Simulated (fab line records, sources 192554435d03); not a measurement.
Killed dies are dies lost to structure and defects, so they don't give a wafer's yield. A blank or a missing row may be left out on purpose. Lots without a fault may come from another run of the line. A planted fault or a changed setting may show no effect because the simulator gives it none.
fab line records | flow n5_finfet
record lots=7 wafers=20 last_day=17
route steps=1938 shown BEOL_M8@1354 BEOL_M15@1830 PASSIVATION@1936
lots that met no fault: from a run of the same line without faults
start_h: hours from the record's first day to the start of the lot's first wafer shown | wait_h: hours since the lot's step before | " the same as in the row above | L1.1+2: a row that stands for several wafers | - no value, or no start given | * or withheld: withheld | < > ~ a bound
route shown NAME@n: a module of which the file shows steps, and the number in the route of the first | usual: mean/standard deviation of fault-free wafers | same: alike in all rows | chamber/n: place in a boat | sites: the reading at each site | _std_site: their standard deviation | _edge_site: outer sites' mean less inner sites' | radius_mm: how far each site lies from the wafer's centre | mask NAME#n: copy n | behind: the tool/chamber that last shaped the wafer | hold: why the lot was held/for how many hours/how that ended | device: the transistor (n, p or np) that didn't switch | end of line: the same wafers' tests at the end of the route | a step without rows: its recipe alone | killed: dies lost to structure and defects at the first sort, not the wafer's yield | map: a wafer's dies, x killed, . not, _ none there
set.NAME: the setting as run; set.NAME@STEP: as run at that earlier step | model.NAME: the simulator's own value behind a step, which no gauge read
steps of the route over a sample of lots; a table a step, a row a wafer
services: from which hour (start_h, from the record's first day; less than 0 if before it) a tool's chamber was out of use, for how many hours, and why
## steps
# step N5_BEOL_M8_STRIP_19
# recipe chemistry=O2 power_w=400 temp_c=40 pressure_mtorr=30 rf_frequency_hz=6e+07 bias_power_w=0 overash_fraction=0.2 o2_flow_sccm=225
# usual chamber_pressure_mTorr=30.00/0.036 drypump_motor_current_A=5.6/0.46 oes_product_au=0.79/0.099 rf_vpp_V=3.7/0.63 showerhead_plenum_p_Torr=2.09/0.064 throttle_valve_pct=16.63/0.28
# columns lot.wafer tool chamber start_h wait_h chamber_pressure_mTorr drypump_motor_current_A oes_product_au rf_hours_counter_h rf_vpp_V showerhead_plenum_p_Torr throttle_valve_pct
L786.3 rie_diel-05 3 212.43 0.1 30.02 5.2 0.86 58 4.1 2.02 16.36
L786.4 " 1 " " 30.03 5.3 0.83 91 3.4 2.18 16.29
L786.5 " 3 " " 29.96 5.2 0.85 - 3.7 2.02 16.37
L788.2 rie_diel-06 0 222.77 0.1 29.97 5.5 0.76 164 2.7 2.02 16.94
L788.4 " 3 " " 29.94 5.5 0.73 187 3.7 2.19 16.70
L788.5 " 0 " " 29.98 5.5 0.76 - 3.5 2.02 16.93
L787.3 rie_diel-01 1 226.71 0.1 29.98 6.0 0.71 220 3.2 2.02 17.06
L787.4 " 1 " " 29.97 6.0 0.70 - 4.0 2.02 17.08
L787.6 " 0 " " 30.01 5.2 0.70 - 3.9 2.16 16.93
L791.1 rie_diel-06 1 257.19 0.1 30.00 5.6 0.92 38 4.2 2.06 16.54
L791.5 " 1 " " 29.98 5.6 0.92 - 4.1 2.06 16.54
L801.4 rie_diel-05 2 292.85 0.1 29.97 5.1 0.70 218 3.0 2.14 16.65
L801.5 " 1 " " 30.02 5.3 0.80 - 3.3 2.17 16.36
L801.6 " 0 " " 30.01 5.4 0.94 - 2.9 2.06 16.41
L799.2 rie_diel-01 2 295.15 0.1 29.94 5.3 0.80 122 2.5 2.09 16.37
L799.4 " 1 " " 30.05 6.0 0.68 - 3.6 2.01 17.12
L799.5 " 3 " " 30.08 6.6 0.67 - 2.2 2.15 16.53
L809.2 rie_diel-01 0 341.43 0.1 29.94 5.2 0.91 16 2.7 2.15 16.53
L809.3 " 1 " " 30.02 6.0 0.67 269 3.8 2.01 17.18
L809.5 " 0 " " 30.06 5.2 0.92 - 3.1 2.15 16.53
# step N5_BEOL_M8_TRENCH_ETCH_37
# recipe chemistry=C4F6/O2 target_depth_a=934.78 target=SiCOH_lowk time_s=31.2 ion_energy_ev=250 pressure_mtorr=30 source_w=345 bias_w=185 Ar_flow_sccm=300 C4F6_flow_sccm=10 O2_flow_sccm=10
# usual chamber_pressure_mTorr=30.001/0.027 drypump_motor_current_A=5.5/0.42 mfc_ar_sccm=300.0/0.9 oes_f_703_au=0.79/0.098 oes_product_au=0.79/0.091 rf_vpp_V=672/25 run_length_s=54.5/0.44 showerhead_plenum_p_Torr=2.85/0.087 throttle_valve_pct=20.85/0.22
# columns lot.wafer tool chamber start_h wait_h chamber_pressure_mTorr drypump_motor_current_A mfc_ar_sccm oes_f_703_au oes_product_au rf_hours_counter_h rf_vpp_V run_length_s showerhead_plenum_p_Torr throttle_valve_pct
L786.3 rie_diel-06 0 213.50 - 30.014 5.6 300.0 0.80 0.77 161 661 54.8 2.72 21.04
L786.4 " 2 " " 30.020 5.9 300.8 0.89 0.86 80 667 54.0 2.78 20.95
L786.5 " 1 " " 29.991 5.6 301.1 0.90 0.94 - 650 54.4 2.80 20.76
L788.2 rie_diel-05 3 225.15 - 30.034 5.2 299.2 0.78 0.86 63 714 53.7 2.79 20.85
L788.4 " 0 " " 30.011 5.4 300.0 0.71 0.67 239 656 54.5 2.79 20.96
L788.5 " 3 " " 29.981 5.2 299.3 0.78 0.85 - 714 53.7 2.79 20.86
L787.3 rie_diel-05 0 228.67 - 29.960 5.4 299.7 0.70 0.67 241 657 54.9 2.79 20.97
L787.4 " 3 " " 29.973 5.2 300.2 0.78 0.85 64 715 53.6 2.79 20.86
L787.6 " 2 " " 30.025 5.1 299.5 0.67 0.70 - 690 54.2 2.95 20.98
L791.1 rie_diel-05 1 258.65 - 29.973 5.3 299.7 0.81 0.82 108 700 55.2 2.98 20.67
L791.5 " 1 " " 30.026 5.3 301.0 0.80 0.82 - 699 54.9 2.98 20.66
L801.4 rie_diel-05 2 293.64 - 29.969 5.1 301.0 0.66 0.68 219 689 54.0 2.94 21.01
L801.5 " 0 " " 30.007 5.4 297.7 0.99 0.95 - 658 58.6 2.78 20.60
L801.6 " 3 " " 30.039 5.2 301.7 0.75 0.82 - 714 54.1 2.78 20.90
L799.2 rie_diel-01 2 296.69 - 29.983 5.3 301.1 0.78 0.80 122 654 54.4 2.87 20.74
L799.4 " 2 " " 30.034 5.3 300.6 0.77 0.81 - 654 54.5 2.87 20.73
L799.5 " 3 " " 29.983 6.6 299.6 0.66 0.65 - 653 54.6 2.91 20.64
L809.2 rie_diel-01 1 344.62 - 30.011 6.0 301.5 0.70 0.67 271 639 53.8 2.73 21.40
L809.3 " 3 " " 29.999 6.6 300.4 0.94 0.96 10 652 54.1 2.90 20.33
L809.5 " 0 " " 29.955 5.2 299.0 0.95 0.92 - 652 55.1 2.88 20.66
# step N5_BEOL_M8_OCD_MEAS_38
# usual trench_depth_nm=94.1/2.2
# columns lot.wafer tool chamber start_h wait_h trench_depth_nm
L786.3 ocd-01 - 213.66 - 97.0
L786.4 " - " " 97.3
L786.5 " - " " 94.8
L788.2 ocd-02 - 225.31 - 97.3
L788.4 " - " " 93.2
L788.5 " - " " 97.6
L787.3 ocd-02 - 228.83 - 92.0
L787.4 " - " " 96.1
L787.6 " - " " 91.3
L791.1 ocd-02 - 258.81 - 93.9
L791.5 " - " " 94.9
L801.4 ocd-02 - 293.80 - 91.0
L801.5 " - " " 104.8
L801.6 " - " " 95.6
L799.2 ocd-02 - 296.85 - 96.5
L799.4 " - " " 97.1
L799.5 " - " " 92.7
L809.2 ocd-02 - 344.78 - 92.0
L809.3 " - " " 92.1
L809.5 " - " " 95.7
# step N5_BEOL_M8_CD_MEAS_35
# recipe target_cd_nm=40 polarity=opening
# usual cd_nm=39.9/0.83
# columns lot.wafer tool chamber start_h wait_h cd_nm
L786.3 cd_sem-03 - 213.82 0.0 39.6
L786.4 " - " " 38.8
L786.5 " - " " 38.6
L788.2 cd_sem-03 - 225.56 0.0 39.1
L788.4 " - " " 39.6
L788.5 " - " " 39.2
L787.3 cd_sem-02 - 228.99 0.0 37.7
L787.4 " - " " 39.2
L787.6 " - " " 39.1
L791.1 cd_sem-03 - 258.96 0.0 39.7
L791.5 " - " " 39.3
L801.4 cd_sem-03 - 293.96 0.0 38.6
L801.5 " - " " 40.8
L801.6 " - " " 39.7
L799.2 cd_sem-03 - 297.00 0.0 41.2
L799.4 " - " " 39.9
L799.5 " - " " 39.8
L809.2 cd_sem-03 - 344.94 0.0 41.4
L809.3 " - " " 41.7
L809.5 " - " " 41.5
# step N5_BEOL_M8_PRE_CLEAN_45
# recipe gas=H2/He time_s=30 temp_c=250
# usual heater_power_w=332/22
# columns lot.wafer tool chamber start_h wait_h heater_power_w
L786.3 pvd_sputter-02 - 214.64 0.0 333
L786.4 " - " " 329
L786.5 " - " " 326
L788.2 pvd_sputter-03 - 226.04 0.0 300
L788.4 " - " " 336
L788.5 " - " " 343
L787.3 pvd_sputter-02 - 229.72 0.0 337
L787.4 " - " " 349
L787.6 " - " " 334
L791.1 pvd_sputter-03 - 259.47 0.0 301
L791.5 " - " " 345
L801.4 pvd_sputter-01 - 294.46 0.0 359
L801.5 " - " " 344
L801.6 " - " " 332
L799.2 pvd_sputter-02 - 299.20 0.0 331
L799.4 " - " " 340
L799.5 " - " " 333
L809.2 pvd_sputter-03 - 346.22 0.0 344
L809.3 " - " " 348
L809.5 " - " " 338
# step N5_BEOL_M8_THK_MEAS_53
# recipe thk_meas_gauge=xrf reads=Cu_of_BEOL_M8_ECD_50
# usual M8_THK=80.8/2.5
# columns lot.wafer tool chamber start_h wait_h M8_THK[nm]
L786.3 film_metro-02 - 216.29 - 83.7
L786.4 " - " " 85.8
L786.5 " - " " 83.3
L788.2 film_metro-02 - 228.46 - 82.7
L788.4 " - " " 79.0
L788.5 " - " " 83.8
L787.3 film_metro-01 - 231.20 - 77.7
L787.4 " - " " 82.0
L787.6 " - " " 77.1
L791.1 film_metro-02 - 260.87 - 81.5
L791.5 " - " " 82.0
L801.4 film_metro-01 - 295.97 - 76.5
L801.5 " - " " 90.4
L801.6 " - " " 81.4
L799.2 film_metro-02 - 300.87 - 82.4
L799.4 " - " " 84.0
L799.5 " - " " 78.3
L809.2 film_metro-02 - 348.41 - 78.3
L809.3 " - " " 77.1
L809.5 " - " " 82.3
# step N5_BEOL_M8_RS_MEAS_57
# recipe thk_meas_gauge=four-point-probe reads=Cu_of_BEOL_M8_ECD_50+Co_of_BEOL_M8_CVD_78+TaN_of_BEOL_M8_ALD_77
# usual M8_RS=0.282/0.01
# columns lot.wafer tool chamber start_h wait_h M8_RS[ohm/sq]
L786.3 film_metro-02 - 216.45 0.1 0.271
L786.4 " - " " 0.265
L786.5 " - " " 0.273
L788.2 film_metro-01 - 228.59 0.1 0.272
L788.4 " - " " 0.288
L788.5 " - " " 0.268
L787.3 film_metro-02 - 231.36 0.1 0.295
L787.4 " - " " 0.276
L787.6 " - " " 0.298
L791.1 film_metro-02 - 261.00 0.1 0.278
L791.5 " - " " 0.277
L801.4 film_metro-01 - 296.13 0.1 0.299
L801.5 " - " " 0.245
L801.6 " - " " 0.276
L799.2 film_metro-02 - 301.00 0.1 0.273
L799.4 " - " " 0.266
L799.5 " - " " 0.292
L809.2 film_metro-01 - 348.54 0.1 0.290
L809.3 " - " " 0.296
L809.5 " - " " 0.274
# step N5_BEOL_M15_RC_MEAS_101
# usual COMB_M10=1.4e-11/3.2e-12 COMB_M11=1.4e-11/3.1e-12 COMB_M12=6e-12/1.3e-12 COMB_M13=4.5e-12/8e-13 COMB_M14=3.3e-12/7.4e-13 COMB_M15=2.2e-12/5.7e-13 COMB_M5=3.7e-11/7.1e-12 COMB_M6=2.6e-11/5.2e-12 COMB_M7=2.5e-11/5.2e-12 COMB_M8=2.5e-11/4.6e-12 COMB_M9=1.5e-11/3.3e-12 SERP_M10=3.04/0.1 SERP_M11=3.08/0.1 SERP_M12=0.631/0.023 SERP_M13=0.308/0.0071 SERP_M14=0.159/0.0065 SERP_M5=39.0/1.9 SERP_M6=13.7/0.66 SERP_M7=14.0/0.7 SERP_M7_max_site=14.7/0.78 SERP_M8=13.6/0.65 SERP_M8_max_site=14.2/0.68 SERP_M9=3.06/0.11
# columns lot.wafer tool chamber start_h wait_h COMB_M10[S/m] COMB_M11[S/m] COMB_M12[S/m] COMB_M13[S/m] COMB_M14[S/m] COMB_M15[S/m] COMB_M5[S/m] COMB_M6[S/m] COMB_M7[S/m] COMB_M8[S/m] COMB_M9[S/m] SERP_M10[ohm/um] SERP_M11[ohm/um] SERP_M12[ohm/um] SERP_M13[ohm/um] SERP_M14[ohm/um] SERP_M5[ohm/um] SERP_M6[ohm/um] SERP_M7[ohm/um] SERP_M7_max_site[ohm/um] SERP_M8[ohm/um] SERP_M8_max_site[ohm/um] SERP_M9[ohm/um]
L786.3 prober-01 0 271.06 0.3 1.1e-11 2.3e-11 7.2e-12 3.6e-12 3.2e-12 2.2e-12 4.2e-11 1.7e-11 2.2e-11 1.9e-11 1.7e-11 2.98 3.08 0.643 0.303 0.168 39.9 13.8 14.1 14.8 13.6 14.1 2.90
L786.4 " 0 " " 1.2e-11 1.6e-11 8.3e-12 5.8e-12 2.4e-12 3.3e-12 3.6e-11 2.1e-11 2.7e-11 1.9e-11 1.3e-11 3.18 3.23 0.611 0.302 0.168 42.1 13.0 14.3 15.2 13.5 13.8 3.11
L786.5 " 0 " " 2.4e-11 1.2e-11 6.8e-12 3.4e-12 3.1e-12 2.1e-12 3.6e-11 2.4e-11 3.2e-11 1.8e-11 2.3e-11 3.22 3.10 0.617 0.305 0.163 38.7 13.6 13.7 13.9 14.3 14.6 2.99
L788.2 prober-02 0 285.35 0.2 2e-11 1.2e-11 6e-12 4.1e-12 2.7e-12 1.7e-12 3.2e-11 3.6e-11 3.1e-11 5e-11 1.6e-11 3.02 3.14 0.596 0.307 0.152 41.6 14.1 14.5 15.1 13.9 14.6 3.06
L788.4 " 0 " " 1.1e-11 1.4e-11 7.8e-12 4.1e-12 1.9e-12 4e-12 4.6e-11 2.6e-11 1.5e-11 3.3e-11 1.2e-11 2.87 3.16 0.633 0.302 0.150 41.0 14.6 14.6 15.0 14.0 14.9 3.12
L788.5 " 0 " " 1.9e-11 1.2e-11 7e-12 4.8e-12 3.4e-12 1.8e-12 3.7e-11 3e-11 2.9e-11 3.4e-11 1.3e-11 2.98 3.08 0.614 0.313 0.151 40.0 14.1 15.4 15.9 13.3 14.0 3.03
L787.3 prober-02 0 292.78 0.3 1.4e-11 1.2e-11 4.6e-12 4e-12 2.7e-12 2.2e-12 4.2e-11 2.8e-11 2.1e-11 3e-11 2.2e-11 3.05 3.03 0.643 0.309 0.165 37.2 13.5 15.1 15.5 15.3 15.8 3.12
L787.4 " 0 " " 1.7e-11 1.5e-11 5e-12 5e-12 2.3e-12 1.5e-12 4.5e-11 1.9e-11 2.1e-11 2.9e-11 1.1e-11 2.97 2.92 0.662 0.309 0.159 38.1 13.8 16.1 16.4 13.0 13.6 3.10
L787.6 " 0 " " 1.6e-11 1e-11 6.2e-12 5.2e-12 2.8e-12 1.7e-12 3.5e-11 2.9e-11 2e-11 2.1e-11 1.8e-11 3.08 2.99 0.622 0.314 0.162 36.9 14.0 15.4 15.8 14.7 15.3 3.11
L791.1 prober-01 0 310.19 0.0 1.3e-11 1.4e-11 3.9e-12 4.4e-12 4.2e-12 2.8e-12 3.1e-11 2e-11 3.7e-11 2.6e-11 1.5e-11 2.92 3.10 0.650 0.312 0.158 36.1 13.7 14.6 15.3 13.6 13.9 2.95
L791.5 " 0 " " 1.1e-11 1.4e-11 5.4e-12 4.8e-12 2.9e-12 2.4e-12 3.3e-11 2.9e-11 3.8e-11 1.9e-11 1.4e-11 2.92 3.28 0.587 0.320 0.157 39.4 14.0 13.2 13.7 13.5 14.2 3.04
L799.2 prober-01 0 352.43 0.2 1.4e-11 1.7e-11 7.5e-12 7e-12 3.4e-12 2.4e-12 3.1e-11 2.4e-11 4.1e-11 2.6e-11 1.2e-11 2.97 3.04 0.659 0.326 0.172 35.7 12.8 14.0 14.3 12.2 13.1 3.07
L799.4 " 0 " " 1.9e-11 1.5e-11 7.3e-12 4.1e-12 2.7e-12 2.5e-12 3.4e-11 2.4e-11 2.3e-11 1.8e-11 1.3e-11 3.00 2.99 0.649 0.307 0.159 40.9 12.9 13.7 14.2 12.7 13.7 2.92
L799.5 " 0 " " 1.7e-11 1.2e-11 4.9e-12 5.7e-12 3e-12 2e-12 4.2e-11 2e-11 2.9e-11 2.6e-11 1.4e-11 3.12 2.95 0.652 0.315 0.163 39.3 14.5 13.8 14.8 14.1 14.3 2.94
L801.4 prober-02 0 357.22 0.5 1.3e-11 1.6e-11 4e-12 3.8e-12 2.8e-12 2.5e-12 3.1e-11 3.1e-11 3.4e-11 2e-11 1.5e-11 3.05 3.12 0.592 0.318 0.149 37.1 12.7 13.4 14.1 15.2 16.3 2.88
L801.5 " 0 " " 1.2e-11 1.6e-11 5.9e-12 4.4e-12 4.6e-12 1.6e-12 3.3e-11 2.7e-11 3e-11 2.8e-11 1.5e-11 3.15 3.18 0.600 0.298 0.158 37.5 14.2 14.5 15.2 11.4 12.1 2.92
L801.6 " 0 " " 1.3e-11 1.5e-11 6.5e-12 4.3e-12 3.9e-12 2.7e-12 2.9e-11 1.4e-11 3.2e-11 2.5e-11 1.1e-11 2.80 2.88 0.592 0.306 0.158 38.5 13.3 13.3 13.8 13.6 14.6 3.08
L809.2 prober-01 0 400.47 0.7 2.1e-11 1.4e-11 8.4e-12 4.8e-12 4.1e-12 2.1e-12 3.6e-11 3.4e-11 2.5e-11 2.4e-11 1.9e-11 2.99 3.10 0.615 0.307 0.163 39.3 13.6 15.6 16.4 13.0 13.2 3.14
L809.3 " 0 " " 1.5e-11 1.1e-11 4.7e-12 4.5e-12 3.8e-12 2.7e-12 3.4e-11 2.1e-11 2.5e-11 3e-11 1.7e-11 3.01 3.26 0.622 0.304 0.157 41.3 13.9 13.6 14.5 12.9 13.5 3.18
L809.5 " 0 " " 1.2e-11 1.5e-11 6.5e-12 3.4e-12 3.5e-12 3.4e-12 4.7e-11 3e-11 1.9e-11 2.1e-11 1.6e-11 2.94 3.03 0.648 0.303 0.160 37.4 14.1 15.0 16.9 12.3 13.2 2.90
# sites SERP_M8 radius_mm=0,75,75,75,75,140,140,140,140
L786.3 13.2 13.6 13.7 13.4 13.9 14.1 13.7 13.1 13.6
L788.2 13.5 14.3 13.7 13.9 13.8 14.5 14.5 13.9 14.6
L787.3 15.0 15.2 15.6 15.4 15.2 15.8 15.3 15.2 15.3
L791.1 13.4 13.4 13.6 13.9 13.6 13.6 13.4 13.8 13.2
L799.2 11.6 11.7 12.2 12.1 11.9 13.1 12.8 12.6 12.6
L801.4 15.2 15.8 16.3 15.4 15.7 14.5 14.9 14.8 14.8
L809.2 12.7 13.1 13.0 12.7 12.9 13.2 13.2 13.1 13.0
# step N5_PASSIVATION_PROBE_49
# usual defect_limited_yield=91.0/1.4 killed_at_M0_to_M3=36/9.6 killed_at_M4_up=14/6.1 killed_at_contacts=13/6.6 killed_at_front_end=40/11 killed_at_other=3.2/2.9 killed_dies=106/17 killed_open=71/12 killed_short=33/7.3 sort_bin_4_leakage=0.02/0.11 sort_bin_5_function=5.3/1 sort_bin_6_memory=3.4/0.68 sort_n_pass=1073/19 sort_yield_pct=91.0/1.6
# same gross_dies=1180 killed_at_back_side=0 sort_bin_8_speed[%]=0
# columns lot.wafer tool chamber start_h wait_h defect_limited_yield[%] killed_at_M0_to_M3 killed_at_M4_up killed_at_contacts killed_at_front_end killed_at_other killed_dies killed_open killed_short sort_bin_4_leakage[%] sort_bin_5_function[%] sort_bin_6_memory[%] sort_n_pass sort_yield_pct[%]
L788.2 prober-01 - 299.45 0.1 91.8 42 16 12 26 1 97 64 32 0 4.7 3.2 1083 91.8
L788.4 prober-01 - 299.55 0.2 92.1 25 8 12 42 6 93 55 38 0 5.4 2.0 1087 92.1
L788.5 prober-01 - 299.60 0.2 91.1 32 19 8 42 4 105 68 35 0 5.2 3.6 1075 91.1
L787.3 prober-01 - 305.89 0.1 92.3 33 21 9 27 1 91 57 30 0 4.3 3.1 1089 92.3
L787.4 prober-01 - 305.94 0.2 90.2 21 14 34 44 3 116 86 30 0 5.3 4.2 1064 90.2
L787.6 prober-01 - 306.04 0.3 91.5 20 15 8 53 4 100 62 36 0 5.4 2.5 1080 91.5
L799.2 prober-02 - 365.99 0.1 90.3 45 14 16 37 2 114 73 40 0 6.6 2.7 1066 90.3
L799.4 prober-02 - 366.09 0.2 91.6 40 15 12 30 2 99 51 48 0 4.7 3.3 1081 91.6
L799.5 prober-02 - 366.14 0.2 90.0 34 20 23 33 8 118 81 35 0 6.5 3.1 1062 90.0
L801.4 prober-01 - 371.56 0.2 91.3 39 6 7 50 1 103 75 28 0 5.5 3.1 1077 91.3
L801.5 prober-01 - 371.61 0.2 89.6 56 12 7 47 1 123 91 31 0 5.4 4.8 1057 89.6
L801.6 prober-01 - 371.66 0.3 91.0 29 12 9 54 2 106 73 33 0 4.8 3.6 1074 91.0
# killed by level:class
L788.2 MOL_CONTACT_COAG:geometric_particle:open=11 BEOL_M0_SAQP:geometric_particle:open=11 BEOL_M0_SAQP:geometric_particle:short=11 BEOL_M1:geometric_particle:open=7 BEOL_M2:geometric_particle:open=6 FIN_SAQP:geometric_particle:short=5 STI_FIN_REVEAL:geometric_particle:open=5 BEOL_M4:geometric_particle:open=5
L788.4 MOL_CONTACT_COAG:geometric_particle:open=9 BEOL_M1:geometric_particle:open=9 STI_FIN_REVEAL:geometric_particle:open=7 STARTING-WAFER:geometric_particle:short=6 STI_FIN_REVEAL:geometric_particle:short=5 DUMMY_GATE:geometric_particle:open=5 FIN_SAQP:geometric_particle:short=4 GATE_CUT:geometric_particle:short=4
L788.5 FIN_SAQP:geometric_particle:open=11 BEOL_M1:geometric_particle:open=10 BEOL_M0_SAQP:geometric_particle:short=9 STI_FIN_REVEAL:geometric_particle:open=8 BEOL_M0_SAQP:geometric_particle:open=8 BEOL_M4:geometric_particle:open=8 GATE_CUT:geometric_particle:short=6 FIN_SAQP:geometric_particle:short=5
L787.3 BEOL_M4:geometric_particle:open=10 MOL_CONTACT_COAG:geometric_particle:open=7 BEOL_M1:geometric_particle:open=7 STI_FIN_REVEAL:geometric_particle:open=6 BEOL_M0_SAQP:geometric_particle:open=5 FIN_SAQP:geometric_particle:short=4 BEOL_M2:geometric_particle:open=4 BEOL_M2:geometric_particle:short=4
L787.4 MOL_CONTACT_COAG:geometric_particle:open=27 STI_FIN_REVEAL:geometric_particle:open=23 MOL_CONTACT_COAG:geometric_particle:short=7 BEOL_M2:geometric_particle:open=7 BEOL_M4:geometric_particle:open=7 FIN_SAQP:geometric_particle:open=5 FIN_SAQP:geometric_particle:short=3 STI_FIN_REVEAL:geometric_particle:short=3
L787.6 STI_FIN_REVEAL:geometric_particle:open=15 FIN_SAQP:geometric_particle:open=8 DUMMY_GATE:geometric_particle:open=7 GATE_CUT:geometric_particle:short=7 MOL_CONTACT_COAG:geometric_particle:open=7 FIN_SAQP:geometric_particle:short=6 BEOL_M5:geometric_particle:open=5 BEOL_M0_SAQP:geometric_particle:short=4
L799.2 BEOL_M3:geometric_particle:open=13 MOL_CONTACT_COAG:geometric_particle:open=11 BEOL_M1:geometric_particle:open=11 GATE_CUT:geometric_particle:short=9 BEOL_M0_SAQP:geometric_particle:short=9 FIN_SAQP:geometric_particle:short=6 BEOL_M0_SAQP:geometric_particle:open=6 GATE_CUT:geometric_particle:open=5
L799.4 BEOL_M0_SAQP:geometric_particle:short=12 GATE_CUT:geometric_particle:short=7 MOL_CONTACT_COAG:geometric_particle:open=7 BEOL_M0_SAQP:geometric_particle:open=7 BEOL_M4:geometric_particle:open=7 MOL_CONTACT_COAG:geometric_particle:short=5 ILD0:geometric_particle:short=5 ILD0:geometric_particle:open=5
L799.5 MOL_CONTACT_COAG:geometric_particle:open=16 BEOL_M2:geometric_particle:open=13 STI_FIN_REVEAL:geometric_particle:open=9 BEOL_M4:geometric_particle:open=9 MOL_CONTACT_COAG:geometric_particle:short=7 BEOL_M0_SAQP:geometric_particle:short=6 FIN_SAQP:geometric_particle:open=4 BEOL_M0_SAQP:geometric_particle:open=4
L801.4 FIN_SAQP:geometric_particle:open=17 STI_FIN_REVEAL:geometric_particle:open=11 BEOL_M0_SAQP:geometric_particle:open=10 BEOL_M2:geometric_particle:open=10 FIN_SAQP:geometric_particle:short=7 BEOL_M3:geometric_particle:open=7 DUMMY_GATE:geometric_particle:open=6 MOL_CONTACT_COAG:geometric_particle:open=6
L801.5 STI_FIN_REVEAL:geometric_particle:open=16 BEOL_M3:geometric_particle:open=14 BEOL_M0_SAQP:geometric_particle:open=13 BEOL_M4:geometric_particle:open=11 FIN_SAQP:geometric_particle:open=10 BEOL_M0_SAQP:geometric_particle:short=9 BEOL_M2:geometric_particle:open=7 FIN_SAQP:geometric_particle:short=6
L801.6 FIN_SAQP:geometric_particle:open=16 STI_FIN_REVEAL:geometric_particle:open=12 MOL_CONTACT_COAG:geometric_particle:open=8 FIN_SAQP:geometric_particle:short=7 BEOL_M0_SAQP:geometric_particle:short=7 BEOL_M0_SAQP:geometric_particle:open=6 BEOL_M4:geometric_particle:open=5 STI_FIN_REVEAL:geometric_particle:short=4
## services
# columns tool chamber start_h hours kind
rie_diel-01 2 225.67 2.5 repair
rie_diel-01 0 230.15 3.8 repair
rie_diel-05 0 251.23 - clean
rie_diel-05 0 251.23 - consumable_replace:focus_ring
rie_diel-05 0 251.23 17.4 scheduled_down
rie_diel-05 0 251.23 17.4 vent_cycle
rie_diel-06 0 251.86 12.1 repair
rie_diel-06 3 267.73 5.6 repair
rie_diel-01 0 273.91 - clean
rie_diel-01 0 273.91 - consumable_replace:esc
rie_diel-01 0 273.91 - consumable_replace:focus_ring
rie_diel-01 0 273.91 29.4 scheduled_down
rie_diel-01 0 273.91 29.4 vent_cycle
rie_diel-01 2 274.40 6.1 repair
rie_diel-06 2 299.66 8.5 repair
pvd_sputter-01 - 302.54 1.3 repair
rie_diel-01 3 303.35 - clean
rie_diel-01 3 303.35 - consumable_replace:focus_ring
rie_diel-01 3 303.35 17.1 scheduled_down
rie_diel-01 3 303.35 17.1 vent_cycle
rie_diel-01 2 318.89 28.1 repair
pvd_sputter-01 - 331.05 9.3 repair
rie_diel-05 3 331.24 12.5 repair
## key
first_sign step=N5_BEOL_M8_TRENCH_ETCH_37 reading=run_length_s direction=up sigmas=9.5 usual=* struck=*
effect step=N5_BEOL_M8_OCD_MEAS_38 reading=trench_depth_nm direction=up sigmas=5 usual=94.1 struck=104.8
effect step=N5_BEOL_M8_THK_MEAS_53 reading=M8_THK direction=up sigmas=3.8 usual=80.8 struck=90.4
effect step=N5_BEOL_M8_RS_MEAS_57 reading=M8_RS direction=down sigmas=3.7 usual=0.282 struck=0.245
effect step=N5_BEOL_M15_RC_MEAS_101 reading=SERP_M8 direction=down sigmas=3.3 usual=13.6 struck=11.4
met_at N5_BEOL_M8_TRENCH_ETCH_37
struck_lots L801
struck_wafers L801.5
not_acting_at N5_BEOL_M8_STRIP_19,N5_BEOL_M8_CD_MEAS_35,N5_BEOL_M8_PRE_CLEAN_45
onset_between 228.67 293.64
fault kind=process_parameter_drift tool=rie_diel-05 chamber=0 onset_h=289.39 steps=N5_BEOL_M8_TRENCH_ETCH_37 channel=time_s offset=* shape=step end_h=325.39 acts_in=* stated=*
